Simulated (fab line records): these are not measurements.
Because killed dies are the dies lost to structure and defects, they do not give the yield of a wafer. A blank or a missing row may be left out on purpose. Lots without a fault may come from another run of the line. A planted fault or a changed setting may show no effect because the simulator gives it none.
Matching of chambers | flow n5_finfet | N5_BEOL_M8_STRIP_19 on rie_diel-05 has 4 sister chambers
The step strips in O2. 4 wafers are shown with their chamber, then 8 later ones without.

WAFERS PAIRED WITH THEIR CHAMBERS
wafer  | chamber | drypump_motor_current_A (A)
L077.3 | 3       | 5.7
L079.4 | 2       | 5.9
L078.6 | 1       | 4.7
L084.1 | 0       | 6.4

WAFERS MISSING THEIR CHAMBER
wafer  | drypump_motor_current_A (A)
L084.4 | 5.6
L084.6 | 5.9
L091.1 | 6.4
L091.2 | 4.7
L091.4 | 5.6
L094.3 | 6.4
L094.4 | 4.7
L094.6 | 5.6

WHICH CHAMBER EACH ONE RAN IN
wafer  | from the rows above | in truth
L084.4 | 3                   | 3
L084.6 | 2                   | 2
L091.1 | 0                   | 0
L091.2 | 1                   | 1
L091.4 | 3                   | 3
L094.3 | 0                   | 0
L094.4 | 1                   | 1
L094.6 | 3                   | 3
Correctly placed: 8 of 8. Not placeable from these rows: 0. 0 placed wrongly.
How it was worked out, from the rows above alone: a wafer's distance from a chamber is the root of the sum, over the readings, of the square of ((its reading less the chamber's mean) divided by the reading's scatter). The wafer belongs to the nearest chamber; if the next one is less than 2 further off, it can't be placed. A chamber's mean is the mean of its shown wafers. The scatter: with one shown wafer a chamber, the root of the mean of the squares of how far each hidden wafer lies from its nearest shown one.
